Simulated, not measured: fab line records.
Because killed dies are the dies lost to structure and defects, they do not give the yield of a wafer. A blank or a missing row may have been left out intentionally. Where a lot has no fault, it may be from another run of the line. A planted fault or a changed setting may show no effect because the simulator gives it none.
fab line records	flow n5-finfet
record: lots: 8	wafers: 24	last-day: 20
route steps=1938 shown SD_EPI_N@278 SD_EPI_P@307 BEOL_M4@1111
lots that met no fault: taken from a fault-free run of the same line
start-h: hours from the record's first day to the start of the lot's first wafer shown	wait-h: time in hours since the lot's previous step	" as in the row above	L1.1+2: one row covering several wafers at once	- no value, or no start was given	* or withheld: withheld	< > ~ a bound
route shown NAME@n: a module of which the file shows steps, and the number in the route of the first	usual: average and standard deviation across the fault-free wafers	same: alike in all rows	chamber/n: place in a boat	sites: per-site readings	_std_site: their standard deviation	_edge_site: mean of outer sites minus mean of inner sites	radius-mm: for every site, how far away it sits from the centre of the wafer	mask NAME#n: copy n	behind: tool/chamber where the wafer was last shaped	hold: the reason the lot was held/the length of the hold in hours/how it ended	device: transistor that didn't switch, given as n, p or np	end of line: tests run on the same wafers once the route is complete	step lacking rows: just its recipe	killed: dies lost to structure and defects at the first sort, not the wafer's yield	map: the dies of a wafer, with x for killed, . for not killed, _ for no die there
set.NAME: the setting as run; set.NAME@STEP: as run at that earlier step	model.NAME: the simulator's own value behind a step, which no gauge read
route steps across a sampled set of lots; one table per step, one row per wafer
services: the hour from which a tool's chamber was out of use, counted from the record's first day as start-h (under 0 if before that day), plus the number of hours and why
== steps ==
step: N5_SD_EPI_N_ETCH_45
recipe: chemistry: CH3F/O2	target: SiOCN	target-depth-a: 60	mask-material: SOC	ion-energy-ev: 60	bias-w: 29	pressure-mtorr: 15	source-w: 410	Ar_flow_sccm: 150	CH3F_flow_sccm: 30	O2_flow_sccm: 20
usual: CH3F_flow_sccm: 30.00/0.095	drypump-motor-current-A: 5.65/0.23	oes-product-au: 0.76/0.067	rf-vpp-V: 127.4/0.98	showerhead-plenum-p-Torr: 2.00/0.058	throttle-valve-pct: 23.40/0.19
lot.wafer	tool	chamber	start-h	wait-h	CH3F_flow_sccm	drypump-motor-current-A	oes-product-au	rf-hours-counter-h	rf-vpp-V	showerhead-plenum-p-Torr	throttle-valve-pct
L463.2	rie-diel-01	1	61.92	0.1	30.01	5.52	0.92	27	127.6	2.12	23.33
L463.4	"	3	"	"	29.88	5.86	0.70	-	128.0	1.96	23.10
L463.6	"	1	"	"	29.92	5.56	0.93	-	128.7	2.11	23.34
L465.2	rie-diel-03	2	75.95	0.1	30.18	5.96	0.76	137	128.6	2.08	23.32
L465.4	"	0	"	"	30.01	5.53	0.74	-	128.4	1.98	23.35
L465.5	"	1	"	"	30.18	5.76	0.83	-	128.1	1.94	23.66
L469.3	rie-diel-03	1	95.92	0.1	30.01	5.76	0.82	82	125.9	1.94	23.69
L469.4	"	2	"	"	30.03	5.99	0.76	-	128.7	2.08	23.31
L469.6	"	1	"	"	30.08	5.77	0.83	-	126.9	1.94	23.68
L472.2	rie-diel-03	1	118.59	0.1	29.84	5.79	0.81	91	126.8	1.94	23.69
L472.3	"	0	"	"	30.00	5.54	0.73	182	127.2	1.98	23.36
L472.4	"	1	"	"	29.69	5.78	0.82	-	127.5	1.94	23.69
L473.2	rie-diel-03	0	122.39	0.1	30.05	5.51	0.72	183	127.1	1.98	23.35
L473.3	"	3	"	"	29.99	5.64	0.80	108	126.6	1.93	23.22
L473.4	"	0	"	"	30.04	5.53	0.72	-	127.3	1.98	23.36
L476.1	rie-diel-04	2	138.50	0.1	30.11	5.37	0.70	219	127.8	2.05	23.20
L476.2	"	1	"	"	29.91	5.95	0.70	247	127.5	1.94	23.35
L476.4	"	3	"	"	30.08	5.24	0.76	-	128.4	2.06	23.52
L477.3	rie-diel-03	1	146.30	0.1	30.01	5.79	0.82	96	125.9	1.94	23.68
L477.4	"	2	"	"	29.96	5.97	0.74	156	128.3	2.07	23.35
L477.6	"	3	"	"	29.90	5.63	0.79	-	126.4	1.93	23.23
L483.1	rie-diel-01	2	181.63	0.1	30.10	5.63	0.75	160	127.0	1.99	23.75
L483.2	"	3	"	"	30.18	5.90	0.69	246	127.7	1.95	23.16
L483.5	"	0	"	"	29.96	5.71	0.83	-	127.4	1.94	23.27
step: N5_SD_EPI_P_ETCH_36
recipe: chemistry: CF4	target: SiARC	target-depth-a: 455	mask-material: CAR-ArF-block	time-s: 75.8	ion-energy-ev: 80	pressure-mtorr: 40	source-w: 545	bias-w: 36	Ar_flow_sccm: 100	cf4-flow-sccm: 100	ends: cleared
usual: drypump-motor-current-A: 5.6/0.42	etch-rf-on-time-s: 76.8/2.3	oes-product-au: 0.66/0.051	rf-vpp-V: 184.4/1.3	showerhead-plenum-p-Torr: 2.16/0.077	throttle-valve-pct: 15.64/0.21
lot.wafer	tool	chamber	start-h	wait-h	drypump-motor-current-A	etch-rf-on-time-s	oes-product-au	rf-hours-counter-h	rf-vpp-V	showerhead-plenum-p-Torr	throttle-valve-pct
L463.2	rie-diel-06	3	65.87	0.0	6.1	73.8	0.59	234	184.4	2.19	15.88
L463.4	"	2	"	"	5.6	76.4	0.63	186	184.6	2.15	15.61
L463.6	"	2	"	"	5.5	76.8	0.63	-	183.6	2.15	15.61
L465.2	rie-diel-05	2	79.78	0.0	6.1	73.2	0.70	99	186.7	2.26	15.49
L465.4	"	1	"	"	5.6	75.7	0.63	176	185.1	2.22	15.75
L465.5	"	1	"	"	5.6	75.8	0.63	-	184.3	2.22	15.77
L469.3	rie-diel-06	2	100.10	0.0	5.6	75.8	0.63	191	184.1	2.15	15.62
L469.4	"	3	"	"	6.1	72.6	0.59	238	185.3	2.19	15.87
L469.6	"	0	"	"	5.8	76.9	0.68	-	184.4	2.15	15.73
L472.2	rie-diel-06	0	122.54	0.0	5.8	78.2	0.67	106	184.5	2.15	15.72
L472.3	"	2	"	"	5.5	76.1	0.62	196	183.7	2.15	15.62
L472.4	"	1	"	"	5.5	54.1	0.89	57	186.6	2.24	15.22
L473.2	rie-diel-05	1	126.34	0.0	5.6	77.3	0.62	182	186.1	2.22	15.77
L473.3	"	0	"	"	5.0	78.2	0.63	152	183.7	2.06	15.71
L473.4	"	2	"	"	6.1	73.2	0.69	105	185.3	2.26	15.49
L476.1	rie-diel-06	1	142.68	0.0	5.5	54.6	0.88	62	185.7	2.24	15.23
L476.2	"	2	"	"	5.6	76.6	0.62	201	183.5	2.14	15.65
L476.4	"	2	"	"	5.5	76.6	0.62	-	185.1	2.14	15.63
L477.3	rie-diel-02	1	151.42	0.0	6.4	79.9	0.69	70	185.9	2.26	15.47
L477.4	"	2	"	"	5.0	80.3	0.61	204	186.4	2.20	15.63
L477.6	"	3	"	"	5.7	79.0	0.71	-	183.9	2.08	15.79
L483.1	rie-diel-02	3	185.66	0.0	5.7	79.6	0.70	74	181.7	2.08	15.82
L483.2	"	0	"	"	4.8	74.2	0.60	232	183.1	2.01	16.02
L483.5	"	3	"	"	5.7	79.4	0.71	-	184.3	2.08	15.82
step: N5_SD_EPI_P_ETCH_37
recipe: chemistry: N2/H2	target: SOC	overetch-a: 1080	mask-material: SiARC	temp-c: 40	ion-energy-ev: 100	source-w: 3000	bias-w: 133	pressure-mtorr: 20	time-s: 486	n2-flow-sccm: 200	h2-flow-sccm: 200	ends: end-point
usual: drypump-motor-current-A: 5.6/0.43	h2-flow-sccm: 200.0/0.58	oes-product-au: 0.70/0.054	rf-vpp-V: 241.0/1.5	showerhead-plenum-p-Torr: 2.56/0.096	throttle-valve-pct: 23.9/0.42
lot.wafer	tool	chamber	start-h	wait-h	drypump-motor-current-A	h2-flow-sccm	oes-product-au	rf-hours-counter-h	rf-vpp-V	showerhead-plenum-p-Torr	throttle-valve-pct
L463.2	rie-diel-06	3	65.92	0.0	6.0	200.6	0.62	234	240.8	2.60	24.1
L463.4	"	2	"	"	5.5	199.6	0.66	186	240.9	2.51	23.8
L463.6	"	2	"	"	5.6	199.4	0.67	-	240.6	2.51	23.8
L465.2	rie-diel-05	2	79.83	0.0	6.1	199.9	0.72	99	242.5	2.70	24.3
L465.4	"	1	"	"	5.6	199.1	0.66	176	242.0	2.65	24.0
L465.5	"	1	"	"	5.6	199.8	0.67	-	241.4	2.65	24.0
L469.3	rie-diel-06	2	100.15	0.0	5.6	200.4	0.66	191	239.8	2.51	23.8
L469.4	"	3	"	"	6.1	200.7	0.61	239	241.0	2.60	24.1
L469.6	"	0	"	"	5.8	199.6	0.72	-	240.6	2.58	24.1
L472.2	rie-diel-06	0	122.60	0.0	5.8	200.5	0.72	107	239.5	2.57	24.1
L472.3	"	2	"	"	5.5	199.7	0.65	196	240.0	2.51	23.8
L472.4	"	1	"	"	5.6	199.3	0.76	57	242.1	2.67	23.2
L473.2	rie-diel-05	1	126.39	0.0	5.6	199.9	0.66	182	242.5	2.65	24.0
L473.3	"	0	"	"	5.0	200.0	0.67	152	240.0	2.42	23.9
L473.4	"	2	"	"	6.1	200.0	0.72	105	241.5	2.69	24.3
L476.1	rie-diel-06	1	142.73	0.0	5.6	200.6	0.76	62	242.3	2.66	23.2
L476.2	"	2	"	"	5.6	200.2	0.66	201	240.1	2.50	23.8
L476.4	"	2	"	"	5.6	199.9	0.66	-	240.3	2.50	23.8
L477.3	rie-diel-02	1	151.47	0.0	6.4	200.1	0.75	70	244.0	2.68	23.5
L477.4	"	2	"	"	5.0	199.2	0.65	204	240.9	2.62	23.8
L477.6	"	3	"	"	5.7	199.4	0.76	-	240.1	2.50	24.8
L483.1	rie-diel-02	3	185.71	0.0	5.7	200.3	0.76	74	238.6	2.50	24.8
L483.2	"	0	"	"	4.8	199.6	0.62	232	238.8	2.38	24.2
L483.5	"	3	"	"	5.7	199.9	0.76	-	238.9	2.50	24.8
step: N5_SD_EPI_P_ETCH_16
recipe: chemistry: CHF3/O2	target: SiO2	target-depth-a: 50	mask-material: SOC	pressure-mtorr: 30	source-w: 650	bias-w: 170	Ar_flow_sccm: 200	CHF3_flow_sccm: 50	O2_flow_sccm: 5	ion-energy-ev: 200
usual: drypump-motor-current-A: 5.6/0.42	oes-product-au: 0.77/0.059	rf-vpp-V: 532/15	showerhead-plenum-p-Torr: 2.43/0.088	throttle-valve-pct: 18.91/0.23
lot.wafer	tool	chamber	start-h	wait-h	drypump-motor-current-A	oes-product-au	rf-hours-counter-h	rf-vpp-V	showerhead-plenum-p-Torr	throttle-valve-pct
L463.2	rie-diel-06	3	66.45	0.1	6.0	0.69	234	536	2.49	19.24
L463.4	"	2	"	"	5.6	0.74	186	517	2.41	18.88
L463.6	"	2	"	"	5.5	0.74	-	514	2.41	18.87
L465.2	rie-diel-05	2	80.36	0.1	6.1	0.80	100	518	2.54	18.77
L465.4	"	1	"	"	5.6	0.73	176	511	2.51	19.09
L465.5	"	1	"	"	5.6	0.74	-	512	2.51	19.08
L469.3	rie-diel-06	2	100.68	0.1	5.5	0.73	191	516	2.41	18.88
L469.4	"	3	"	"	6.1	0.69	239	537	2.48	19.25
L469.6	"	0	"	"	5.8	0.80	-	539	2.43	19.05
L472.2	rie-diel-06	0	123.12	0.1	5.8	0.79	107	538	2.42	19.06
L472.3	"	2	"	"	5.5	0.73	196	517	2.41	18.87
L472.4	"	1	"	"	5.5	0.85	57	531	2.52	18.42
L473.2	rie-diel-05	1	126.92	0.1	5.6	0.72	182	510	2.51	19.10
L473.3	"	0	"	"	5.0	0.74	152	545	2.31	18.98
L473.4	"	2	"	"	6.1	0.80	105	517	2.54	18.80
L476.1	rie-diel-06	1	143.26	0.1	5.6	0.83	62	530	2.51	18.44
L476.2	"	2	"	"	5.5	0.73	201	517	2.41	18.88
L476.4	"	2	"	"	5.5	0.72	-	516	2.41	18.90
L477.3	rie-diel-02	1	152.00	0.1	6.4	0.82	70	544	2.53	18.72
L477.4	"	2	"	"	5.0	0.71	204	519	2.47	18.84
L477.6	"	3	"	"	5.7	0.84	-	565	2.33	19.06
L483.1	rie-diel-02	3	186.24	0.1	5.7	0.84	74	565	2.33	19.06
L483.2	"	0	"	"	4.9	0.71	232	532	2.26	19.27
L483.5	"	3	"	"	5.7	0.84	-	564	2.33	19.04
step: N5_BEOL_M4_RC_MEAS_101
usual: DIBL_N: 36.1/2.3	DIBL_P: 36/3.2	IOFF_N: 0.16/0.045	IOFF_P: 0.21/0.049	ION_N: 674/14	ION_P: 462/8.4	SS_N: 71.6/0.83	SS_P: 73.2/0.87	VT_N: 249/3.8	VT_P: -250/3.4
lot.wafer	tool	chamber	start-h	wait-h	DIBL_N[mV/V]	DIBL_P[mV/V]	IOFF_N[nA/um]	IOFF_P[nA/um]	ION_N[uA/um]	ION_P[uA/um]	SS_N[mV/dec]	SS_P[mV/dec]	VT_N[mV]	VT_P[mV]
L463.2	prober-01	0	266.49	0.2	36.3	33	0.14	0.18	650	449	71.9	72.9	254	-250
L463.4	"	0	"	"	33.2	30	0.10	0.15	672	459	71.6	72.3	255	-253
L463.6	"	0	"	"	36.7	35	0.14	0.21	682	470	72.0	73.0	253	-250
L465.2	prober-02	0	280.86	0.2	35.8	36	0.15	0.20	674	458	71.7	72.9	249	-251
L465.4	"	0	"	"	34.3	34	0.13	0.17	669	461	71.1	72.6	249	-252
L465.5	"	0	"	"	34.7	35	0.14	0.19	677	460	70.5	72.1	249	-251
L469.3	prober-02	0	286.86	0.3	34.9	34	0.12	0.15	652	444	70.7	71.9	253	-255
L469.4	"	0	"	"	36.0	36	0.14	0.19	668	456	71.9	73.5	251	-255
L469.6	"	0	"	"	34.8	33	0.12	0.15	645	439	70.9	72.9	254	-257
L473.2	prober-02	0	297.29	0.2	34.9	35	0.13	0.20	682	472	71.0	73.2	253	-250
L473.3	"	0	"	"	35.4	33	0.13	0.17	662	458	71.3	72.0	251	-255
L473.4	"	0	"	"	34.2	33	0.11	0.15	648	444	70.2	72.0	257	-256
L472.2	prober-02	0	317.56	0.2	35.8	34	0.12	0.21	652	457	71.0	73.4	254	-251
L472.3	"	0	"	"	35.1	34	0.13	0.20	662	464	71.3	71.6	251	-249
L472.4	"	0	"	"	37.7	37	0.16	0.25	675	465	71.9	73.4	251	-247
L477.3	prober-01	0	329.74	0.3	31.4	30	0.09	0.13	645	446	69.8	72.4	255	-258
L477.4	"	0	"	"	37.2	36	0.19	0.20	672	462	71.5	73.5	247	-249
L477.6	"	0	"	"	36.4	35	0.16	0.19	668	458	71.4	73.7	250	-254
L476.1	prober-01	0	344.70	0.0	35.5	36	0.15	0.18	672	457	72.1	72.9	249	-253
L476.2	"	0	"	"	37.7	38	0.20	0.22	686	463	71.2	74.2	244	-251
L476.4	"	0	"	"	33.9	34	0.13	0.16	667	457	70.4	72.4	248	-255
L483.1	prober-02	0	364.44	0.0	39.9	39	0.22	0.24	707	474	72.3	74.2	244	-250
L483.2	"	0	"	"	36.0	34	0.14	0.17	661	450	70.8	73.0	250	-252
L483.5	"	0	"	"	35.4	33	0.13	0.17	670	460	70.4	72.0	251	-248
== services ==
tool	chamber	start-h	hours	kind
rie-diel-04	-	50.82	2.8	pm
rie-diel-01	0	54.23	13.5	repair
rie-diel-03	0	56.45	17.9	repair
rie-diel-03	3	73.73	36.7	repair
rie-diel-04	3	94.76	1.6	repair
rie-diel-05	-	95.09	0.1	repair
rie-diel-01	-	114.20	2.8	pm
rie-diel-03	2	115.16	18.1	repair
rie-diel-04	0	128.41	-	clean
rie-diel-04	0	128.41	-	consumable-replace:focus-ring
rie-diel-04	0	128.41	18.3	scheduled-down
rie-diel-04	0	128.41	18.3	vent-cycle
rie-diel-06	3	141.41	1.3	repair
rie-diel-04	1	146.94	-	clean
rie-diel-04	1	146.94	-	consumable-replace:focus-ring
rie-diel-04	1	146.94	28.4	scheduled-down
rie-diel-04	1	146.94	28.4	vent-cycle
rie-diel-06	3	156.83	2.9	repair
rie-diel-06	3	159.87	-	clean
rie-diel-06	3	159.87	-	consumable-replace:focus-ring
rie-diel-06	3	159.87	22.0	scheduled-down
rie-diel-06	3	159.87	22.0	vent-cycle
rie-diel-02	-	169.40	14.6	pm
rie-diel-05	3	183.44	8.8	repair
== key ==
first-sign: step: N5_SD_EPI_P_ETCH_36	reading: etch-rf-on-time-s	direction: down	sigmas: 9.9	usual: *	struck: *
effect: step: N5_SD_EPI_P_ETCH_36	reading: oes-product-au	direction: up	sigmas: 4.5	usual: 0.66	struck: 0.89
met-at N5_SD_EPI_P_ETCH_36
struck-lots L472,L476
struck-wafers L472.4,L476.1
not-acting-at N5_SD_EPI_N_ETCH_45,N5_SD_EPI_P_ETCH_37,N5_SD_EPI_P_ETCH_16
fault: kind: process-parameter-drift	tool: rie-diel-06	chamber: 1	onset-h: 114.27	steps: N5_SD_EPI_P_ETCH_36	channel: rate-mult	offset: 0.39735	shape: step	end-h: 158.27
